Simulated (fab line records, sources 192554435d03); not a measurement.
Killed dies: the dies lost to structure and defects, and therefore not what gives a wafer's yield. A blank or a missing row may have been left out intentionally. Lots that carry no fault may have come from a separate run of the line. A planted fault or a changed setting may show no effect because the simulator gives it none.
A lot that was struck, set against a sound lot | flow n5 finfet | 16 steps out of a route of 1938
Sound: wafers L958.4, L958.5, L958.6. The struck wafers were L971.5, L971.6. The cause is named last.
For every step that has rows: the tool of each side, followed by ch and its chambers, followed by its first start. Under that, the readings that differ: sound wafers | struck wafers | difference of the means | sigmas: that difference in standard deviations of wafers without a fault.
alike: readings with means less than 2 such deviations apart, plus words and numbers identical on both sides. not compared: withheld readings, readings lacking a value on some wafer, bounds such as >300 that could conceal the same value, and numbers that have no deviation in the record and whose values overlap.
Wherever a step has rows on one side only, a row that says differs or no value, or a row with sigmas, the two part there. Numbers that have no deviation but don't overlap get no sigmas and don't part them. A reading that every wafer of one side lacks parts them only if that side has two wafers or more.

N5_FIN_CUT_CD_MEAS_08 targets a cd of 29.1 nm.
  sound on cd sem-02 ch 0, day 3 09:10; struck on cd sem-01 ch 0, day 6 15:32
  alike: cd nm
N5_FIN_CUT_OVL_MEAS_09:
  sound on overlay-02 ch 0, day 3 09:13; struck on overlay-02 ch 0, day 6 15:35
  alike: FIN_CUT_OVL
N5_FIN_CUT_INSPECT_10: inspects for defects (brightfield).
  sound on defect inspect-01, day 3 09:16; struck on defect inspect-01, day 6 15:37
  alike: raw defect count
N5_FIN_CUT_DESCUM_13: chemistry O2, time 7 s.
  sound on rie diel-05 ch 2,3, day 3 09:17; struck on rie diel-04 ch 2,3, day 6 15:40
  alike: drypump motor current A, oes product au, rf vpp V, showerhead plenum p Torr, throttle valve pct
  not compared: rf hours counter h
then, 1 step without rows for these wafers: N5_FIN_CUT_ETCH_30 (etches underlayer in N2/H2, target depth 13 nm, time 10.4 s).
N5_FIN_CUT_ETCH_20: etches SiARC in CF4, target depth 26 nm, time 43.3 s.
  sound on rie diel-05 ch 2,3, day 3 09:21; struck on rie diel-04 ch 2,3, day 6 15:43
  alike: cf4 flow sccm, drypump motor current A, etch rf on time s, oes product au, rf vpp V, showerhead plenum p Torr, throttle valve pct
  not compared: rf hours counter h
then, 3 steps without rows for these wafers: N5_FIN_CUT_ETCH_21 (etches SOC in N2/H2, target depth 219 nm, overetch 43.8 nm, time 523.5 s); N5_FIN_CUT_STRIP_23 (strips in N2/H2); N5_FIN_CUT_STRIP_31 (strips in N2/H2).
N5_FIN_CUT_STRIP_24: strips in CF4.
  sound on rie diel-05 ch 2,3, day 3 09:43; struck on rie diel-04 ch 2,3, day 6 16:05
  alike: cf4 flow sccm, drypump motor current A, oes product au, rf vpp V, showerhead plenum p Torr, throttle valve pct
  not compared: rf hours counter h
then, 1 step without rows for these wafers: N5_FIN_CUT_CUT_ETCH_26 (etches SiNx in CH3F/O2, target depth 39 nm, time 55.7 s).
N5_FIN_CUT_CUT_ETCH_27: etches SiO2 in CHF3/O2, target depth 4 nm, overetch 2 nm, time 4.9 s.
  sound on rie diel-05 ch 2,3, day 3 09:46; struck on rie diel-04 ch 2,3, day 6 16:10
  reading      | sound       | struck  | difference | sigmas
  rf vpp V (V) | 504 504 529 | 527 549 | +26        | +2
  alike: drypump motor current A, oes product au, showerhead plenum p Torr, throttle valve pct
  not compared: rf hours counter h
N5_FIN_CUT_PRECLEAN_35: cleans in vHF, time 13.3 s.
  sound on vapor etch-01 ch 0,1, day 3 09:52; struck on vapor etch-01 ch 0,1, day 6 16:14
  reading    | sound          | struck        | difference | sigmas
  time s (s) | 13.3 13.3 13.3 | 10.472 10.472 | -2.828     |
  alike: drypump motor current A, pressure torr
N5_FIN_CUT_CUT_ETCH_15: etches Si in HBr/Cl2/O2, target depth 100 nm, bt time 10 s, time 42.4 s.
  sound on rie si-04 ch 0,1,3, day 3 09:55; struck on rie si-01 ch 0,1, day 6 16:19
  alike: drypump motor current A, oes product au, throttle valve pct
  not compared: rf hours counter h
-- record jumps: 12 days separate the struck wafers' starts on either side; left off in module FIN_CUT, taken up again in module BEOL_M4, whose first shown step is the route's number 1111 --
N5_BEOL_M4_RC_MEAS_101:
  sound on prober-01 ch 0, day 15 17:32; struck on prober-02 ch 0, day 19 04:13
  alike: DIBL_N, DIBL_P, IOFF_N, IOFF_P, ION_N, ION_P, SS_N, SS_P, VT_N, VT_P
-- record jumps: 5 days separate the struck wafers' starts on either side; left off in module BEOL_M4, taken up again in module PASSIVATION, whose first shown step is the route's number 1936 --
N5_PASSIVATION_PROBE_49:
  sound on prober-01, day 20 07:22; struck on prober-02, day 23 18:23
  alike: defect limited yield, killed_at_M0_to_M3, killed_at_M4_up, killed at contacts, killed at front end, killed at other, killed dies, killed open, killed short, sort_bin_5_function, sort_bin_6_memory, sort n pass, sort yield pct

WHERE THEY PART
Within this record, at N5_FIN_CUT_CUT_ETCH_27 only. Later steps at which nothing parts them and some readings are alike: N5_FIN_CUT_PRECLEAN_35, N5_FIN_CUT_CUT_ETCH_15, N5_BEOL_M4_RC_MEAS_101, N5_PASSIVATION_PROBE_49.

WHY: what had been put in by the simulator
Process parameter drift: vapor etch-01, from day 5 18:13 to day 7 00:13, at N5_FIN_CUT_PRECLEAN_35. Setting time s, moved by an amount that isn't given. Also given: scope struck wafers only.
